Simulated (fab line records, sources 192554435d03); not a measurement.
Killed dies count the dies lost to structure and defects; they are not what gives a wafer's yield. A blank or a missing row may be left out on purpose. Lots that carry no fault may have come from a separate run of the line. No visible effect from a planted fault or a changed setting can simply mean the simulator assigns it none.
fab line records	flow n5_finfet
record: lots: 7	wafers: 39
route steps=1938 shown FIN_SAQP@116 SD_EPI_P@321 GATE_CUT@469 MOL_CONTACT_COAG@541
start_h: hours from the record's opening day to when the first of the lot's shown wafers began	wait_h: how many hours have passed since the lot's step before this one	" identical to the entry in the row above	L1.1+2: one row covering several wafers at once	- no value, or no start was given	* or withheld: withheld	< > ~ a bound
route shown NAME@n: NAME is a module with steps in the file, n the number in the route of the first one	usual: average and standard deviation across the fault-free wafers	same: alike in all rows	chamber/n: place in a boat	sites: readings site by site	_std_site: standard deviation of those values	_edge_site: inner sites' mean taken away from outer sites' mean	radius_mm: how far each site lies from the wafer's centre	mask NAME#n: copy n	behind: tool/chamber where the wafer was last shaped	hold: what put the lot on hold/how long, in hours/how the hold closed	device: whichever transistor did not switch (one of n, p or np)	end of line: at the end of the route, the tests of the same wafers	step lacking rows: just its recipe	killed: dies lost to structure and defects at the first sort, not the wafer's yield	map: the dies of a wafer, with x for killed, . for not killed, _ for no die there
set.NAME: the setting that was run; set.NAME@STEP: the one run at that earlier step	model.NAME: the simulator's own value behind a step, which no gauge read
one table per step and one row per wafer, for lots whose settings were changed on purpose
== steps ==
step: N5_FIN_SAQP_ETCH_52
recipe: chemistry: N2/H2	target: SOC	target_depth_a: 1000	overetch_a: 200	mask_material: SiARC	temp_c: 40	time_s: 150	ion_energy_ev: 200	pressure_mtorr: 30	source_w: 840	bias_w: 150	n2_flow_sccm: 200	h2_flow_sccm: 200	ends: end_point
usual: rf_vpp_V: 525.0/2.7
lot.wafer	tool	chamber	start_h	wait_h	set.source_w	rf_vpp_V
L076.1	rie_diel-02	1	33.94	0.0	840	528.2
L076.2	"	3	"	"	986	496.8
L076.3	"	2	"	"	986	500.7
L076.4	"	0	"	"	840	524.8
L076.5	"	1	"	"	986	501.0
L076.6	"	2	"	"	840	530.3
L078.1	rie_diel-01	2	48.31	0.0	905.5	512.6
L078.2	"	1	"	"	840	520.8
L078.3	"	3	"	"	840	525.3
L078.4	"	0	"	"	840	522.0
L078.5	"	3	"	"	905.5	512.2
L078.6	"	0	"	"	905.5	507.2
L086.1	rie_diel-02	3	94.25	0.0	840	524.9
L086.2	"	1	"	"	932.1	509.4
L086.3	"	2	"	"	932.1	511.5
L086.4	"	0	"	"	932.1	507.1
L086.5	"	3	"	"	840	523.7
L086.6	"	0	"	"	840	523.1
L089.1	rie_diel-01	1	112.76	0.0	840	528.7
L089.2	"	0	"	"	840	519.7
L089.3	"	3	"	"	840	524.3
L089.4	"	2	"	"	840	525.2
L089.5	"	3	"	"	840	525.3
L089.6	"	0	"	"	840	519.9
L092.1	rie_diel-01	1	131.30	0.0	840	527.3
L092.2	"	3	"	"	949.7	503.2
L092.3	"	2	"	"	840	526.6
L092.4	"	0	"	"	949.7	500.7
L092.5	"	0	"	"	840	518.9
L092.6	"	1	"	"	949.7	508.0
L095.2	rie_diel-02	3	148.26	0.0	840	523.3
L095.4	"	2	"	"	840	528.6
L095.5	"	0	"	"	840	525.3
L097.1	rie_diel-01	0	162.69	0.0	840	520.5
L097.2	"	2	"	"	980.7	497.7
L097.3	"	3	"	"	840	524.7
L097.4	"	1	"	"	840	529.3
L097.5	"	0	"	"	980.7	494.2
L097.6	"	1	"	"	980.7	501.7
step: N5_SD_EPI_P_EPI_21
recipe: material: SiGe:B	dopant: B	temp_c: 550	pressure_torr: 20	ambient: H2	time_s: 355
lot.wafer	tool	chamber	start_h	wait_h	set.temp_c	model.SiGe-B_of_SD_EPI_P_EPI_21.thk_nm
L076.1	epi_rpcvd-02	0	66.57	0.1	550	62.2
L076.2	"	0	"	"	546.2	56.8
L076.3	"	0	"	"	546.2	56.6
L076.4	"	0	"	"	546.2	56.4
L076.5	"	0	"	"	550	61.6
L076.6	"	0	"	"	550	61.2
L078.1	epi_rpcvd-02	0	81.84	0.1	550	60.4
L078.2	"	0	"	"	548.3	58.6
L078.3	"	0	"	"	550	60
L078.4	"	0	"	"	550	59.4
L078.5	"	0	"	"	548.3	58.4
L078.6	"	0	"	"	548.3	57.8
L086.1	epi_rpcvd-02	0	129.69	0.1	550	59.6
L086.2	"	0	"	"	550	60.4
L086.3	"	0	"	"	552.9	64.4
L086.4+6	"	0	"	"	552.9	64.2
L086.5	"	0	"	"	550	60.6
L089.1	epi_rpcvd-04	0	145.98	0.1	550	60.8
L089.2	"	0	"	"	550	61
L089.3+6	"	0	"	"	546.2	55.8
L089.4	"	0	"	"	550	60.6
L089.5	"	0	"	"	546.2	56
L092.1	epi_rpcvd-02	0	163.78	0.1	550	60.2
L092.2	"	0	"	"	548.6	59
L092.3	"	0	"	"	550	60
L092.4	"	0	"	"	550	60.4
L092.5	"	0	"	"	548.6	58.8
L092.6	"	0	"	"	548.6	58
L095.2	epi_rpcvd-04	0	181.06	0.5	550	60.8
L095.4	"	0	"	"	550	61.2
L095.5	"	0	"	"	550	61.4
L097.1+2	epi_rpcvd-04	0	199.46	0.2	550	61.8
L097.3	"	0	"	"	550	62
L097.4	"	0	"	"	550	61.6
L097.5	"	0	"	"	550	62.4
L097.6	"	0	"	"	550	62.2
step: N5_SD_EPI_P_EPI_MEAS_23
recipe: mode: xrd
usual: thk_nm: 60.7/1.2
lot.wafer	tool	chamber	start_h	wait_h	set.temp_c@SD_EPI_P_EPI_21	thk_nm
L076.1	film_metro-01	-	68.76	1.8	550	62.2
L076.2	"	-	"	"	546.2	55.8
L076.3	"	-	"	"	546.2	56.5
L076.4	"	-	"	"	546.2	56.6
L076.5	"	-	"	"	550	63.2
L076.6	"	-	"	"	550	61.4
L078.1	film_metro-01	-	84.03	1.8	550	60.6
L078.2	"	-	"	"	548.3	59.3
L078.3	"	-	"	"	550	60.2
L078.4	"	-	"	"	550	60.5
L078.5	"	-	"	"	548.3	57.8
L078.6	"	-	"	"	548.3	56.3
L086.1	film_metro-02	-	131.89	1.8	550	60.2
L086.2	"	-	"	"	550	59.2
L086.3	"	-	"	"	552.9	64.7
L086.4	"	-	"	"	552.9	64.0
L086.5	"	-	"	"	550	61.9
L086.6	"	-	"	"	552.9	64.1
L089.1	film_metro-02	-	148.19	1.9	550	62.1
L089.2	"	-	"	"	550	61.8
L089.3	"	-	"	"	546.2	57.0
L089.4	"	-	"	"	550	61.8
L089.5	"	-	"	"	546.2	58.0
L089.6	"	-	"	"	546.2	53.9
L092.1	film_metro-01	-	165.98	1.8	550	59.9
L092.2	"	-	"	"	548.6	60.1
L092.3	"	-	"	"	550	61.1
L092.4	"	-	"	"	550	59.7
L092.5	"	-	"	"	548.6	57.7
L092.6	"	-	"	"	548.6	57.5
L095.2	film_metro-02	-	182.91	1.5	550	62.5
L095.4	"	-	"	"	550	61.5
L095.5	"	-	"	"	550	61.5
L097.1	film_metro-01	-	202.39	2.5	550	62.6
L097.2	"	-	"	"	550	60.7
L097.3	"	-	"	"	550	62.3
L097.4	"	-	"	"	550	61.8
L097.5	"	-	"	"	550	62.3
L097.6	"	-	"	"	550	61.4
step: N5_SD_EPI_P_HM_STRIP_48
recipe: chemistry: H3PO4	temp_c: 160	material: SiNx	target: SiNx	target_depth_a: 30	overetch_fraction: 0.3
lot.wafer	tool	chamber	start_h	wait_h	set.temp_c@SD_EPI_P_EPI_21	model.SiGe-B_of_SD_EPI_P_EPI_21.thk_nm
L076.1	wet_bench-03	4	68.80	0.0	550	62
L076.2	"	6	"	"	546.2	56.6
L076.3	"	5	"	"	546.2	56.4
L076.4	"	7	"	"	546.2	56
L076.5	"	2	"	"	550	61.4
L076.6	"	3	"	"	550	60.8
L078.1	wet_bench-05	7	84.07	0.0	550	60
L078.2+5	"	4,1	"	"	548.3	58.2
L078.3	"	6	"	"	550	59.6
L078.4	"	5	"	"	550	59.2
L078.6	"	0	"	"	548.3	57.4
L086.1	wet_bench-05	6	131.92	0.0	550	59.2
L086.2+5	"	5,7	"	"	550	60.2
L086.3	"	0	"	"	552.9	64.2
L086.4	"	4	"	"	552.9	64
L086.6	"	3	"	"	552.9	63.8
L089.1+4	wet_bench-06	1,6	148.23	0.0	550	60.4
L089.2	"	5	"	"	550	60.6
L089.3+6	"	4,0	"	"	546.2	55.6
L089.5	"	7	"	"	546.2	55.8
L092.1+4	wet_bench-05	5,3	166.01	0.0	550	60
L092.2	"	4	"	"	548.6	58.8
L092.3	"	2	"	"	550	59.8
L092.5	"	1	"	"	548.6	58.4
L092.6	"	0	"	"	548.6	57.8
L095.2	wet_bench-06	0	182.95	0.0	550	60.4
L095.4+5	"	1,5	"	"	550	61
L097.1+4	wet_bench-06	4,7	202.43	0.0	550	61.4
L097.2+3	"	0,1	"	"	550	61.6
L097.5	"	3	"	"	550	62
L097.6	"	2	"	"	550	61.8
step: N5_GATE_CUT_ETCH_58
recipe: chemistry: CH3F/O2	target: SiNx	target_depth_a: 170	time_s: 128.6	ion_energy_ev: 50	pressure_mtorr: 30	source_w: 415	bias_w: 21	Ar_flow_sccm: 150	CH3F_flow_sccm: 30	O2_flow_sccm: 20
lot.wafer	tool	chamber	start_h	wait_h	set.time_s	model.etch.depth_nm	model.SiNx_of_SDB_ALD_29.thk_nm
L076.1	rie_diel-03	0	90.77	0.0	128.6	17.58	24.6
L076.2	"	2	"	"	128.6	16.83	24.6
L076.3	"	1	"	"	156.2	20.74	24
L076.4	"	3	"	"	156.2	20.12	24
L076.5	"	0	"	"	128.6	17.59	24.6
L076.6	"	3	"	"	156.2	20.31	24
L078.1	rie_diel-03	2	106.69	0.0	155.1	20.48	24
L078.2	"	0	"	"	155.1	21.42	24
L078.3	"	1	"	"	155.1	20.86	24.2
L078.4	"	3	"	"	128.6	16.93	24.6
L078.5	"	0	"	"	128.6	17.66	24.6
L078.6	"	1	"	"	128.6	17.27	24.6
L086.1	rie_diel-03	3	154.39	0.3	128.6	16.91	24.4
L086.2	"	0	"	"	128.6	17.77	24.4
L086.3	"	1	"	"	128.6	17.16	24.4
L086.4	"	2	"	"	128.6	16.88	24.6
L086.5	"	3	"	"	128.6	16.98	24.4
L086.6	"	0	"	"	128.6	17.78	24.4
L089.1	rie_diel-04	3	172.12	0.0	113.9	15.07	25
L089.2	"	1	"	"	128.6	16.16	24.8
L089.3	"	0	"	"	128.6	16.76	24.6
L089.4	"	2	"	"	128.6	17.05	24.6
L089.5	"	0	"	"	113.9	14.99	25
L089.6	"	3	"	"	113.9	15.05	24.8
L092.1	rie_diel-03	1	188.73	0.2	128.6	17.13	24.4
L092.2	"	3	"	"	128.6	16.77	24.4
L092.3	"	0	"	"	128.6	17.26	24.4
L092.4	"	3	"	"	128.6	16.78	24.6
L092.5	"	0	"	"	128.6	17.34	24.4
L092.6	"	1	"	"	128.6	16.96	24.4
L095.2	rie_diel-03	3	205.99	0.0	128.6	16.81	24.6
L095.4	"	3	"	"	128.6	16.92	24.6
L095.5	"	1	"	"	128.6	17.11	24.4
L097.1	rie_diel-03	1	225.33	0.1	102.5	13.62	25
L097.2	"	2	"	"	102.5	13.62	25.2
L097.3	"	0	"	"	128.6	17.34	24.6
L097.4	"	1	"	"	128.6	16.99	24.6
L097.5	"	2	"	"	102.5	13.59	25
L097.6	"	0	"	"	128.6	17.26	24.6
step: N5_MOL_CONTACT_COAG_IMPLANT_129
recipe: species: Ge	energy_kev: 3	dose_cm2: 6e+14	tilt_deg: 0	rotation_deg: 0
lot.wafer	tool	chamber	start_h	wait_h	set.energy_kev	model.implant.rp_nm	model.implant.drp_nm
L076.1+2+3+4+5+6	implanter-02	0	100.48	0.0	3	6.364	2.134
L078.1+3+6	implanter-01	0	117.12	0.0	2.481	5.723	1.897
L078.2+4+5	"	0	"	"	3	6.356	2.134
L086.1+2+3	implanter-02	0	162.79	0.0	3	6.119	2.134
L086.4+5+6	"	0	"	"	2.435	5.453	1.876
L089.1+3+6	implanter-01	0	181.85	0.0	2.081	5.067	1.704
L089.2+4+5	"	0	"	"	3	6.189	2.134
L092.1+2+4	implanter-01	0	199.18	0.0	2.046	4.902	1.686
L092.3+5+6	"	0	"	"	3	6.042	2.134
L095.2+4+5	implanter-01	0	215.03	0.1	3	6.069	2.134
L097.1+3+5	implanter-01	0	234.15	0.0	3.706	6.957	2.433
L097.2+4+6	"	0	"	"	3	6.176	2.134
step: N5_MOL_CONTACT_COAG_ETCHBACK_136
recipe: chemistry: CHF3	target: SiO2	target_depth_a: 250	time_s: 16.7	ion_energy_ev: 200	pressure_mtorr: 30	source_w: 610	bias_w: 170	Ar_flow_sccm: 200	CHF3_flow_sccm: 50
lot.wafer	tool	chamber	start_h	wait_h	set.target_depth_a
L076.1+2+3+4+5+6	rie_diel-05	2,3,0,1,0,1	111.39	0.0	250
L078.1+4+6	rie_diel-01	1,2,2	131.60	0.0	234.9
L078.2+3+5	"	3,0,3	"	"	250
L086.1+2+3+4+5+6	rie_diel-01	3,1,0,2,1,2	178.39	0.0	250
L089.1+2+5	rie_diel-05	1,3,0	194.09	0.0	250
L089.3+4+6	"	0,1,3	"	"	216.2
L092.1+3+5	rie_diel-02	2,3,2	213.25	0.0	250
L092.2+4+6	"	1,0,1	"	"	261.5
L095.2+4+5	rie_diel-01	3,2,2	226.80	0.0	250
L097.1+4+5	rie_diel-01	3,0,3	246.73	0.0	250
L097.2+3+6	"	1,2,0	"	"	216.7
step: N5_MOL_CONTACT_COAG_STRIP_120
recipe: chemistry: CHF3	resist: SiARC	rf_frequency_hz: 6e+07
step: N5_MOL_CONTACT_COAG_VIA_ETCH_117
recipe: chemistry: C4F6/O2	target_depth_a: 400	overetch_a: 80	mask_material: SOC	target: SiO2	bias_w: 455	pressure_mtorr: 10	time_s: 26	source_w: 325	Ar_flow_sccm: 300	C4F6_flow_sccm: 10	O2_flow_sccm: 10	ion_energy_ev: 575.3	ends: end_point
lot.wafer	tool	chamber	start_h	wait_h	set.target_depth_a@MOL_CONTACT_COAG_ETCHBACK_136	model.MOL_CONTACT_COAG.feature_depth_nm	model.etch.depth_nm
L076.1	rie_diel-05	2	111.42	0.0	250	41.2	41.22
L076.2	"	3	"	"	250	40.2	40.28
L076.3	"	0	"	"	250	38.8	38.84
L076.4	"	1	"	"	250	40.2	40.12
L076.5	"	0	"	"	250	39.2	39.13
L076.6	"	1	"	"	250	40	39.96
L078.1	rie_diel-01	1	131.63	0.0	234.9	41.4	41.34
L078.2	"	3	"	"	250	40.4	40.42
L078.3	"	0	"	"	250	40.2	40.29
L078.4+6	"	2	"	"	234.9	42.6	42.53
L078.5	"	3	"	"	250	40.6	40.52
L086.1	rie_diel-01	3	178.42	0.0	250	40.4	40.3
L086.2	"	1	"	"	250	39.6	39.58
L086.3	"	0	"	"	250	40.2	40.11
L086.4	"	2	"	"	250	40.6	40.54
L086.5	"	1	"	"	250	39.8	39.73
L086.6	"	2	"	"	250	40.8	40.83
L089.1	rie_diel-05	1	194.12	0.0	250	39.6	39.63
L089.2	"	3	"	"	250	39.2	39.27
L089.3	"	0	"	"	216.2	42.6	42.69
L089.4	"	1	"	"	216.2	43.2	43.24
L089.5	"	0	"	"	250	39	39.09
L089.6	"	3	"	"	216.2	42.8	42.85
L092.1	rie_diel-02	2	213.29	0.0	250	40.4	40.37
L092.2+6	"	1	"	"	261.5	40.2	40.15
L092.3	"	3	"	"	250	39.4	39.43
L092.4	"	0	"	"	261.5	39.2	39.1
L092.5	"	2	"	"	250	40.4	40.42
L095.2	rie_diel-01	3	226.83	0.0	250	40.6	40.6
L095.4	"	2	"	"	250	41	41.02
L095.5	"	2	"	"	250	40.8	40.78
L097.1	rie_diel-01	3	246.77	0.0	250	40.4	40.38
L097.2	"	1	"	"	216.7	43.2	43.27
L097.3	"	2	"	"	216.7	44.2	44.16
L097.4	"	0	"	"	250	39.2	39.23
L097.5	"	3	"	"	250	40.2	40.27
L097.6	"	0	"	"	216.7	42.6	42.57
== key ==
split: step: N5_FIN_SAQP_ETCH_52	setting: source_w	stated: 840	by: wafer
response: step: N5_FIN_SAQP_ETCH_52	reading: rf_vpp_V	change: -1.56	per: 1%	r: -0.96
split: step: N5_SD_EPI_P_EPI_21	setting: temp_c	stated: 550	by: wafer
response: step: N5_SD_EPI_P_EPI_21	reading: model.SiGe-B_of_SD_EPI_P_EPI_21.thk_nm	change: +7.16	per: 1%	r: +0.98
response: step: N5_SD_EPI_P_EPI_MEAS_23	reading: thk_nm	change: *	per: 1%	r: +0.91
response: step: N5_SD_EPI_P_HM_STRIP_48	reading: model.SiGe-B_of_SD_EPI_P_EPI_21.thk_nm	change: +7.12	per: 1%	r: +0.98
split: step: N5_GATE_CUT_ETCH_58	setting: time_s	stated: 128.6	by: wafer
response: step: N5_GATE_CUT_ETCH_58	reading: model.etch.depth_nm	change: +0.162	per: 1%	r: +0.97
response: step: N5_GATE_CUT_ETCH_58	reading: model.SiNx_of_SDB_ALD_29.thk_nm	change: -0.0255	per: 1%	r: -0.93
split: step: N5_MOL_CONTACT_COAG_IMPLANT_129	setting: energy_kev	stated: 3	by: wafer
response: step: N5_MOL_CONTACT_COAG_IMPLANT_129	reading: model.implant.rp_nm	change: +0.0356	per: 1%	r: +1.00
response: step: N5_MOL_CONTACT_COAG_IMPLANT_129	reading: model.implant.drp_nm	change: +0.0138	per: 1%	r: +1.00
split: step: N5_MOL_CONTACT_COAG_ETCHBACK_136	setting: target_depth_a	stated: 250	by: wafer
response: step: N5_MOL_CONTACT_COAG_VIA_ETCH_117	reading: model.MOL_CONTACT_COAG.feature_depth_nm	change: -0.253	per: 1%	r: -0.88
response: step: N5_MOL_CONTACT_COAG_VIA_ETCH_117	reading: model.etch.depth_nm	change: -0.252	per: 1%	r: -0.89
